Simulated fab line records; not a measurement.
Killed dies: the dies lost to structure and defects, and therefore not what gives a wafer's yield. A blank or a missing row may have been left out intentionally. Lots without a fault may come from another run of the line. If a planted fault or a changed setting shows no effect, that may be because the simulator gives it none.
fab line records -- flow n5Finfet
record: lots: 11, wafers: 28, lastDay: 19
route steps=1938 shown BEOL_M3@947 BEOL_M4@1111 PASSIVATION@1936
lots untouched by any fault: they come from a run of this same line in which no faults occurred
startH: start of the lot's first displayed wafer, in hours after the record's first day -- waitH: hours elapsed since this lot's preceding step -- " repeats the value in the row above -- L1.1+2: one row covering several wafers at once -- - either no value or no given start -- * or withheld: withheld -- < > ~ a bound
route shown NAME@n: NAME is a module with steps in the file, n the number in the route of the first one -- usual: mean and standard deviation over wafers with no fault -- same: alike in all rows -- chamber/n: place in a boat -- sites: per-site readings -- _std_site: the values' standard deviation -- _edge_site: inner sites' mean taken away from outer sites' mean -- radiusMm: how far each site lies from the wafer's centre -- mask NAME#n: copy n -- behind: the most recent tool/chamber to have shaped the wafer -- hold: cause of the lot's hold/its duration in hours/its outcome -- device: the transistor (n, p or np) that didn't switch -- end of line: the same wafers' tests at the end of the route -- for a step that has no rows: nothing shown but its recipe -- killed: at the first sort, the dies lost to defects and structure; wafer yield is something else -- map: shows each die of a wafer: x if killed, . if not, _ if none is there
set.NAME: setting as actually run; set.NAME@STEP: the setting as run at that earlier step -- model.NAME: the simulator's own value behind a step, which no gauge read
one table for each step of the route and one row for each wafer, over a sample of lots
services: a tool's chamber out of use, with start hour (startH, from the record's first day; less than 0 if before it), hours out, and reason
== steps ==
step: N5_BEOL_M3_DESCUM_16
recipe: chemistry: O2, timeS: 7, sourcePowerW: 50, biasPowerW: 20, pressureMtorr: 20, rfFrequencyHz: 2.712e+07, tempC: 40, resist: CAR-EUV, o2FlowSccm: 225
usual: biasPowerW: 19.99/0.058, drypumpMotorCurrentA: 5.4/0.45, oesProductAu: 0.82/0.089, rfVppV: 243.1/1.4, showerheadPlenumPTorr: 2.08/0.08, throttleValvePct: 20.44/0.21
lot.wafer,tool,chamber,startH,waitH,biasPowerW,drypumpMotorCurrentA,oesProductAu,rfHoursCounterH,rfVppV,showerheadPlenumPTorr,throttleValvePct
L172.2,rieDiel-04,1,173.31,0.0,20.07,5.6,0.80,135,242.8,2.10,20.51
L172.5,rieDiel-04,2,173.31,0.0,19.94,4.7,0.71,-,240.2,1.98,20.39
L172.6,rieDiel-04,3,173.31,0.0,19.99,6.5,0.76,-,243.5,2.07,20.52
L176.1,rieDiel-04,0,177.84,0.1,19.89,5.3,0.93,14,243.7,2.10,20.26
L176.3,rieDiel-04,3,177.84,0.1,20.05,6.4,0.76,143,244.2,2.07,20.51
L176.4,rieDiel-04,1,177.84,0.1,20.05,5.6,0.80,136,242.6,2.10,20.53
L175.4,rieDiel-03,3,178.08,0.2,19.92,6.2,0.82,49,243.3,2.04,20.42
L175.5,rieDiel-03,3,178.08,0.2,19.95,6.2,0.82,-,240.5,2.04,20.43
L175.6,rieDiel-03,2,178.08,0.2,19.93,5.1,0.81,-,244.5,2.10,20.34
L174.1,rieDiel-01,2,179.08,0.4,20.05,5.4,0.92,23,241.3,2.05,20.25
L174.3,rieDiel-01,3,179.08,0.4,20.02,5.6,0.94,9,244.8,2.16,20.09
L174.6,rieDiel-01,2,179.08,0.4,20.07,5.5,0.93,-,244.5,2.05,20.24
L183.2,rieDiel-03,0,230.67,0.0,20.04,5.0,0.90,37,243.5,2.21,20.22
L183.3,rieDiel-03,2,230.67,0.0,19.94,5.1,0.79,117,243.0,2.09,20.35
L182.5,rieDiel-03,2,233.97,0.1,19.96,5.0,0.79,-,244.5,2.09,20.34
L182.6,rieDiel-03,1,233.97,0.1,20.08,5.6,0.71,-,242.6,2.08,20.77
L186.2,rieDiel-04,0,253.45,0.4,19.90,5.3,0.88,38,242.7,2.10,20.30
L186.3,rieDiel-04,3,253.45,0.4,19.93,6.4,0.75,167,244.0,2.06,20.55
L186.6,rieDiel-04,2,253.45,0.4,19.96,4.7,0.68,-,240.3,1.98,20.44
L188.2,rieDiel-01,2,259.78,0.8,19.90,5.5,0.87,54,242.2,2.04,20.30
L188.3,rieDiel-01,3,259.78,0.8,19.90,5.6,0.89,29,244.8,2.15,20.12
L188.4,rieDiel-01,0,259.78,0.8,19.98,5.4,0.93,23,245.6,2.23,20.45
L191.2,rieDiel-04,3,272.08,0.1,20.03,6.4,0.72,176,242.1,2.06,20.53
L191.5,rieDiel-04,2,272.08,0.1,20.01,4.8,0.68,-,243.1,1.97,20.44
L192.1,rieDiel-01,1,283.99,0.9,19.98,5.1,0.71,201,241.5,1.98,20.80
L192.4,rieDiel-01,3,283.99,0.9,20.04,5.6,0.89,39,242.4,2.15,20.13
L194.4,rieDiel-03,3,296.37,0.0,20.02,6.2,0.81,70,242.5,2.03,20.47
L194.5,rieDiel-03,1,296.37,0.0,19.92,5.6,0.71,-,242.9,2.08,20.78
step: N5_BEOL_M3_HM_OPEN_17
recipe: chemistry: Cl2/BCl3, targetDepthA: 200, overetchA: 60, target: TiN, maskMaterial: SOC, ionEnergyEv: 150, pressureMtorr: 10, icpW: 1000, biasW: 126, Cl2_flow_sccm: 53.25, bcl3FlowSccm: 21.75, Ar_flow_sccm: 25
usual: drypumpMotorCurrentA: 5.8/0.42, oesProductAu: 0.66/0.097, throttleValvePct: 22.20/0.27
lot.wafer,tool,chamber,startH,waitH,drypumpMotorCurrentA,oesProductAu,rfHoursCounterH,throttleValvePct
L172.2,rieMetal-03,1,173.56,0.0,6.2,0.72,19,22.01
L172.5,rieMetal-03,1,173.56,0.0,6.2,0.71,-,22.03
L172.6,rieMetal-03,0,173.56,0.0,5.4,0.72,-,21.87
L176.1,rieMetal-02,0,178.08,0.0,5.8,0.55,103,22.35
L176.3,rieMetal-02,0,178.08,0.0,5.8,0.55,-,22.33
L176.4,rieMetal-02,1,178.08,0.0,5.6,0.72,-,22.59
L175.4,rieMetal-01,0,178.35,0.1,5.2,0.52,-,22.23
L175.5,rieMetal-01,0,178.35,0.1,5.2,0.52,-,22.23
L175.6,rieMetal-01,1,178.35,0.1,6.2,0.54,-,22.61
L174.1,rieMetal-03,1,179.33,0.0,6.2,0.72,20,22.03
L174.3,rieMetal-03,0,179.33,0.0,5.3,0.72,-,21.86
L174.6,rieMetal-03,0,179.33,0.0,5.4,0.72,-,21.84
L183.2,rieMetal-03,1,230.92,0.0,6.2,0.71,25,22.03
L183.3,rieMetal-03,0,230.92,0.0,5.3,0.70,-,21.87
L182.5,rieMetal-02,0,234.26,0.1,5.8,0.56,-,22.31
L182.6,rieMetal-02,1,234.26,0.1,5.6,0.72,-,22.58
L186.2,rieMetal-01,1,253.73,0.1,6.2,0.80,-,22.48
L186.3,rieMetal-01,1,253.73,0.1,6.2,0.82,-,22.45
L186.6,rieMetal-01,1,253.73,0.1,6.2,0.80,-,22.48
L188.2,rieMetal-02,0,260.03,0.0,5.8,0.54,110,22.35
L188.3,rieMetal-02,0,260.03,0.0,5.8,0.55,-,22.34
L188.4,rieMetal-02,1,260.03,0.0,5.6,0.70,-,22.59
L191.2,rieMetal-03,1,272.33,0.0,6.2,0.69,29,22.04
L191.5,rieMetal-03,0,272.33,0.0,5.3,0.69,-,21.86
L192.1,rieMetal-01,0,284.24,0.0,5.2,0.79,2,21.78
L192.4,rieMetal-01,0,284.24,0.0,5.2,0.81,-,21.74
L194.4,rieMetal-01,0,296.65,0.1,5.2,0.79,-,21.74
L194.5,rieMetal-01,1,296.65,0.1,6.2,0.79,-,22.46
step: N5_BEOL_M3_CD_MEAS_18
recipe: pitchNm: 36, targetCdNm: 18
usual: cdNm: 18.2/0.4
lot.wafer,tool,chamber,startH,waitH,cdNm
L172.2,cdSem-02,-,173.74,0.1,18.2
L172.5,cdSem-02,-,173.74,0.1,18.4
L172.6,cdSem-02,-,173.74,0.1,18.5
L176.1,cdSem-01,-,178.47,0.0,18.3
L176.3,cdSem-01,-,178.47,0.0,18.7
L176.4,cdSem-01,-,178.47,0.0,18.0
L175.4,cdSem-02,-,178.52,0.1,17.4
L175.5,cdSem-02,-,178.52,0.1,17.4
L175.6,cdSem-02,-,178.52,0.1,17.6
L174.1,cdSem-01,-,179.52,0.1,17.6
L174.3,cdSem-01,-,179.52,0.1,17.9
L174.6,cdSem-01,-,179.52,0.1,17.7
L183.2,cdSem-01,-,231.10,0.1,18.6
L183.3,cdSem-01,-,231.10,0.1,18.4
L182.5,cdSem-01,-,234.43,0.0,17.7
L182.6,cdSem-01,-,234.43,0.0,17.4
L186.2,cdSem-01,-,253.98,0.1,17.9
L186.3,cdSem-01,-,253.98,0.1,18.6
L186.6,cdSem-01,-,253.98,0.1,18.2
L188.2,cdSem-02,-,260.32,0.1,19.3
L188.3,cdSem-02,-,260.32,0.1,19.0
L188.4,cdSem-02,-,260.32,0.1,18.4
L191.2,cdSem-01,-,272.51,0.1,18.0
L191.5,cdSem-01,-,272.51,0.1,18.0
L192.1,cdSem-01,-,284.49,0.0,17.9
L192.4,cdSem-01,-,284.49,0.0,18.6
L194.4,cdSem-02,-,296.80,0.1,17.4
L194.5,cdSem-02,-,296.80,0.1,17.4
step: N5_BEOL_M3_EXPOSE_25
recipe: maskId: V2, na: 0.33, sourceShape: quasar, sigmaInner: 0.2, sigmaOuter: 0.8, polarization: unpolarized, defocusNm: 5, doseMj: 63
lot.wafer,tool,chamber,startH,waitH,mask
L172.2+5+6,euvScanner-01,0,174.05,-,V2#0
L176.1+3+4,euvScanner-02,0,178.65,-,V2#0
L175.4+5+6,euvScanner-02,0,178.73,-,V2#0
L174.1+3+6,euvScanner-02,0,179.69,-,V2#0
L183.2+3,euvScanner-02,0,231.28,-,V2#0
L182.5+6,euvScanner-02,0,234.63,-,V2#0
L186.2+3+6,euvScanner-02,0,254.29,-,V2#0
L188.2+3+4,euvScanner-01,0,260.63,-,V2#0
L191.2+5,euvScanner-01,0,272.70,-,V2#0
L192.1+4,euvScanner-01,0,284.66,-,V2#0
L194.4+5,euvScanner-01,0,297.12,-,V2#0
step: N5_BEOL_M3_CD_MEAS_28
recipe: targetCdNm: 25.7, landingEnergyEv: 500, detector: seInlens, targetCdYNm: 23.3, polarity: opening
usual: cdNm: 25.77/0.27
lot.wafer,tool,chamber,startH,waitH,cdNm
L172.2,cdSem-02,0,174.19,-,25.71
L172.5,cdSem-02,0,174.19,-,25.84
L172.6,cdSem-02,0,174.19,-,25.90
L176.1,cdSem-01,0,178.79,-,25.83
L176.3,cdSem-01,0,178.79,-,25.77
L176.4,cdSem-01,0,178.79,-,25.14
L175.4,cdSem-01,0,178.85,-,25.72
L175.5,cdSem-01,0,178.85,-,25.91
L175.6,cdSem-01,0,178.85,-,25.50
L174.1,cdSem-01,0,179.84,-,25.36
L174.3,cdSem-01,0,179.84,-,25.75
L174.6,cdSem-01,0,179.84,-,25.50
L183.2,cdSem-01,0,231.42,-,18.43
L183.3,cdSem-01,0,231.42,-,25.79
L182.5,cdSem-01,0,234.75,-,26.21
L182.6,cdSem-01,0,234.75,-,18.79
L186.2,cdSem-02,0,254.42,-,18.86
L186.3,cdSem-02,0,254.42,-,25.51
L186.6,cdSem-02,0,254.42,-,18.75
L188.2,cdSem-01,0,260.76,-,25.56
L188.3,cdSem-01,0,260.76,-,25.25
L188.4,cdSem-01,0,260.76,-,25.16
L191.2,cdSem-01,0,272.83,-,25.51
L191.5,cdSem-01,0,272.83,-,25.77
L192.1,cdSem-01,0,284.81,-,26.12
L192.4,cdSem-01,0,284.81,-,25.73
L194.4,cdSem-02,0,297.24,-,25.59
L194.5,cdSem-02,0,297.24,-,25.87
step: N5_BEOL_M4_RC_MEAS_101
usual: DIBL_N: 36.5/2.2, DIBL_P: 36.9/2.9, IOFF_N: 0.17/0.044, IOFF_P: 0.22/0.052, ION_N: 671/16, ION_P: 461/10, SS_N: 71.6/0.73, SS_P: 73.5/0.79, VT_N: 250/4.1, VT_P: -250/4.1
lot.wafer,tool,chamber,startH,waitH,DIBL_N[mV/V],DIBL_P[mV/V],IOFF_N[nA/um],IOFF_P[nA/um],ION_N[uA/um],ION_P[uA/um],SS_N[mV/dec],SS_P[mV/dec],VT_N[mV],VT_P[mV]
L172.2,prober-02,0,196.53,0.2,35.9,36.2,0.15,0.21,666,459,70.7,73.0,249,-249
L172.5,prober-02,0,196.53,0.2,36.7,36.3,0.15,0.20,656,453,71.3,73.7,250,-252
L172.6,prober-02,0,196.53,0.2,35.2,36.0,0.14,0.21,664,461,71.9,73.2,253,-248
L174.1,prober-01,0,207.00,0.0,37.2,35.2,0.16,0.19,653,439,72.2,72.8,253,-253
L174.3,prober-01,0,207.00,0.0,35.6,36.2,0.14,0.22,658,462,71.2,72.7,254,-250
L174.6,prober-01,0,207.00,0.0,36.1,35.9,0.15,0.22,670,457,71.4,73.2,253,-251
L176.1,prober-02,0,207.74,0.0,36.2,37.7,0.19,0.27,680,476,71.6,73.3,245,-245
L176.3,prober-02,0,207.74,0.0,35.3,36.1,0.17,0.24,671,462,70.7,73.0,249,-247
L176.4,prober-02,0,207.74,0.0,36.0,37.1,0.16,0.24,668,467,71.7,74.0,251,-249
L175.4,prober-02,0,209.55,0.5,35.4,33.8,0.14,0.16,645,443,71.9,72.2,251,-253
L175.5,prober-02,0,209.55,0.5,36.6,36.8,0.15,0.21,653,449,72.1,73.5,252,-249
L175.6,prober-02,0,209.55,0.5,31.5,31.6,0.09,0.14,640,446,70.9,71.8,257,-253
L183.3,prober-02,0,258.87,0.3,37.1,38.5,0.20,0.26,674,464,72.0,73.7,246,-246
L182.5,prober-01,0,261.50,0.6,32.8,31.6,0.10,0.13,649,450,69.6,72.7,255,-257
L188.2,prober-02,0,290.77,0.2,34.6,35.2,0.13,0.19,662,461,71.6,72.9,252,-250
L188.3,prober-02,0,290.77,0.2,38.4,41.1,0.23,0.30,700,477,71.5,74.3,240,-246
L188.4,prober-02,0,290.77,0.2,37.3,39.9,0.18,0.30,656,459,71.9,74.1,248,-244
L186.3,prober-01,0,291.50,0.6,38.2,39.8,0.20,0.25,684,468,72.4,73.7,249,-249
L191.2,prober-02,0,315.73,0.2,35.1,34.2,0.16,0.24,682,478,71.1,72.9,251,-243
L191.5,prober-02,0,315.73,0.2,40.6,41.2,0.31,0.38,707,487,72.5,74.8,241,-238
L192.1,prober-02,0,318.22,0.0,38.1,37.4,0.16,0.24,648,447,71.6,74.0,252,-250
L192.4,prober-02,0,318.22,0.0,36.0,34.1,0.12,0.16,654,448,71.5,72.8,256,-254
L194.4,prober-01,0,340.80,0.5,40.2,42.9,0.23,0.29,669,456,72.3,74.7,248,-247
L194.5,prober-01,0,340.80,0.5,42.3,44.0,0.28,0.33,702,471,73.4,75.0,242,-243
step: N5_PASSIVATION_PROBE_49
usual: defectLimitedYield: 91.3/1.4, killed_at_M0_to_M3: 36/10, killed_at_M4_up: 13/5.4, killedAtContacts: 12/5.3, killedAtFrontEnd: 39/10, killedAtOther: 3.2/2.7, killedDies: 103/16, killedOnRim: 13/4, killedOpen: 68/13, killedShort: 33/6.6, sort_bin_4_leakage: 0.01/0.031, sort_bin_5_function: 5.1/0.92, sort_bin_6_memory: 3.3/0.68, sort_bin_8_speed: 0.1/0.41, sortNPass: 1077/17, sortYieldPct: 91.2/1.4
same: grossDies: 1180, killedAtBackSide: 0
lot.wafer,tool,chamber,startH,waitH,defectLimitedYield[%],killed_at_M0_to_M3,killed_at_M4_up,killedAtContacts,killedAtFrontEnd,killedAtOther,killedDies,killedOnRim,killedOpen,killedShort,sort_bin_4_leakage[%],sort_bin_5_function[%],sort_bin_6_memory[%],sort_bin_8_speed[%],sortNPass,sortYieldPct[%]
L183.2,prober-01,-,365.66,0.2,0.1,1105,28,8,27,11,1179,152,62,43,0,96.9,2.5,0,1,0.1
L183.3,prober-01,-,365.71,0.3,92.0,30,17,10,34,3,94,16,54,39,0,4.7,2.7,0,1086,92.0
L182.5,prober-02,-,381.00,0.2,89.2,46,15,7,58,2,128,15,84,41,0,6.8,3.6,0,1052,89.2
L182.6,prober-02,-,381.05,0.3,0.1,1118,16,2,32,11,1179,152,54,31,0,96.8,2.9,0,1,0.1
L186.2,prober-01,-,412.06,0.1,0.1,1102,14,8,48,7,1179,151,61,30,0,95.1,3.1,0,1,0.1
L186.3,prober-01,-,412.11,0.1,89.2,51,13,11,48,4,127,19,94,30,0,5.9,4.4,0,1053,89.2
L186.6,prober-01,-,412.26,0.3,0,1073,12,10,79,6,1180,152,69,51,0,94.8,3.2,0,0,0
killed by level:class
L183.2 BEOL_M3:areaExpose=1069 BEOL_M4:geometricParticle:open=16 BEOL_M0_SAQP:geometricParticle:short=11 BEOL_M2:geometricParticle:open=10 FIN_SAQP:geometricParticle:open=7 BEOL_M0_SAQP:geometricParticle:open=7 MOL_CONTACT_COAG:geometricParticle:short=6 BEOL_M4:geometricParticle:short=4
L183.3 BEOL_M0_SAQP:geometricParticle:short=11 BEOL_M2:geometricParticle:open=10 FIN_SAQP:geometricParticle:short=9 FIN_SAQP:geometricParticle:open=8 BEOL_M4:geometricParticle:open=8 MOL_CONTACT_COAG:geometricParticle:open=5 MOL_CONTACT_COAG:geometricParticle:short=5 BEOL_M3:geometricParticle:open=5
L182.5 FIN_SAQP:geometricParticle:short=16 FIN_SAQP:geometricParticle:open=14 BEOL_M3:geometricParticle:open=11 STI_FIN_REVEAL:geometricParticle:open=10 BEOL_M1:geometricParticle:open=9 BEOL_M2:geometricParticle:open=7 GATE_CUT:geometricParticle:short=6 BEOL_M0_SAQP:geometricParticle:open=6
L182.6 BEOL_M3:areaExpose=1092 BEOL_M0_SAQP:geometricParticle:open=13 STI_FIN_REVEAL:geometricParticle:open=9 FIN_SAQP:geometricParticle:open=6 BEOL_M0_SAQP:geometricParticle:short=6 FIN_SAQP:geometricParticle:short=5 BEOL_M4:geometricParticle:open=5 BEOL_M3:geometricParticle:open=3
L186.2 BEOL_M3:areaExpose=1073 HKMG_FIN:areaEtch=15 BEOL_M1:geometricParticle:open=8 FIN_SAQP:geometricParticle:open=7 MOL_CONTACT_COAG:geometricParticle:open=6 FIN_SAQP:geometricParticle:short=5 BEOL_M0:geometricParticle:open=5 BEOL_M4:geometricParticle:open=4
L186.3 BEOL_M2:geometricParticle:open=19 BEOL_M3:geometricParticle:open=11 DUMMY_GATE:geometricParticle:open=8 MOL_CONTACT_COAG:geometricParticle:open=8 STI_FIN_REVEAL:geometricParticle:open=7 GATE_CUT:geometricParticle:open=7 FIN_SAQP:geometricParticle:short=6 BEOL_M0_SAQP:geometricParticle:open=5
L186.6 BEOL_M3:areaExpose=1041 HKMG_FIN:areaEtch=18 STI_FIN_REVEAL:geometricParticle:open=15 BEOL_M3:geometricParticle:short=9 FIN_SAQP:geometricParticle:short=8 FIN_SAQP:geometricParticle:open=7 DUMMY_GATE:geometricParticle:open=7 MOL_CONTACT_COAG:geometricParticle:open=7
== services ==
tool,chamber,startH,hours,kind
rieDiel-04,0,152.81,8.1,repair
euvScanner-02,-,153.76,1.0,repair
euvScanner-02,-,160.28,1.0,pm
euvScanner-01,-,161.29,1.0,pm
rieMetal-03,-,165.67,2.8,pm
rieDiel-04,-,167.56,0.5,repair
euvScanner-01,-,176.91,5.8,pm
euvScanner-02,-,216.43,1.0,pm
rieMetal-01,1,217.03,3.9,repair
euvScanner-01,-,217.44,1.0,pm
euvScanner-01,-,222.15,4.6,pm
rieDiel-01,0,223.37,15.1,repair
rieMetal-03,0,226.36,4.4,repair
rieMetal-02,-,226.85,2.8,pm
rieMetal-01,-,227.83,0.3,repair
rieDiel-01,3,232.64,22.4,repair
euvScanner-02,-,236.78,4.6,pm
rieDiel-03,-,244.35,28.1,pm
rieMetal-01,1,255.86,23.3,repair
euvScanner-02,-,272.58,1.0,pm
euvScanner-01,-,273.59,1.0,pm
euvScanner-02,-,274.56,0.1,repair
euvScanner-01,-,277.82,1.3,repair
euvScanner-02,-,280.02,5.0,repair
== key ==
firstSign: step: N5_BEOL_M3_CD_MEAS_28, reading: cdNm, direction: down, sigmas: 26, usual: 25.77, struck: 18.71
effect: step: N5_PASSIVATION_PROBE_49, reading: killed_at_M0_to_M3, direction: up, sigmas: 99+, usual: 36, struck: 1100
moreKillsBornAt: N5_BEOL_M3_EXPOSE_25@euvScanner-02: 4275
metAt N5_BEOL_M3_EXPOSE_25
struckLots L182,L183,L186
struckWafers L182.6,L183.2,L186.2,L186.6
laterRowsLeftOut L182.6,L183.2,L186.2,L186.6
baselineLoss: step: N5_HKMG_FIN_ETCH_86, wafers: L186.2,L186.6
notActingAt N5_BEOL_M3_DESCUM_16,N5_BEOL_M3_HM_OPEN_17,N5_BEOL_M3_CD_MEAS_18
onsetBetween 179.69 231.28
fault: kind: processParameterDrift, tool: euvScanner-02, chamber: -, onsetH: 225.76, steps: N5_BEOL_M3_EXPOSE_25, channel: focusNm, offset: 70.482, shape: step, endH: 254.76, scope: struckWafersOnly
laterRowsLeftOut: the simulator's readings of these wafers behind a module that went badly wrong aren't trusted and aren't shown, but for the sort
baselineLoss: these wafers lose ten dies or more at that step, a loss of the line's own and not of a fault; the sort's usual values leave them out
